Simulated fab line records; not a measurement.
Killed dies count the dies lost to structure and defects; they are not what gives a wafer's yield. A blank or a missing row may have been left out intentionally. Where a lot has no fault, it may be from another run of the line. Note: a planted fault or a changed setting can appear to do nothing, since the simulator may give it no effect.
Chamber matching | flow nand harc | NHARC_A_WL_FILL_ETCHBACK_26 on rie si-05 has 4 sister chambers
The step etches the open film in HBr, target depth 52 nm, time 13.3 s. 4 wafers are shown with their chamber, then 8 later ones without.

EACH WAFER AND ITS CHAMBER
wafer  | chamber | drypump motor current A (A)
L088.2 | 0       | 5.3
L088.5 | 1       | 5.9
L088.6 | 2       | 6.0
L091.2 | 3       | 5.7

WAFERS MISSING THEIR CHAMBER
wafer  | drypump motor current A (A)
L091.3 | 5.3
L091.5 | 5.3
L094.1 | 5.3
L094.3 | 6.0
L094.4 | 5.6
L093.4 | 6.0
L093.5 | 6.0
L093.6 | 5.9

THE CHAMBER EACH PASSED THROUGH
wafer  | from the rows above | in truth
L091.3 | 0                   | 0
L091.5 | 0                   | 0
L094.1 | 0                   | 0
L094.3 | 2                   | 2
L094.4 | 3                   | 3
L093.4 | 2                   | 2
L093.5 | 2                   | 2
L093.6 | 1                   | 1
8 of 8 placed correctly. From these rows, 0 cannot be placed. Number placed wrongly: 0.
How it was worked out, from the rows above alone: a wafer's distance from a chamber is the root of the sum, over the readings, of the square of ((its reading less the chamber's mean) divided by the reading's scatter). If the next closest chamber is less than 2 further off than the closest, the wafer can't be placed; otherwise it belongs to the closest. The mean given for a chamber averages the wafers shown for that chamber. The scatter: with one shown wafer a chamber, the root of the mean of the squares of how far each hidden wafer lies from its nearest shown one.
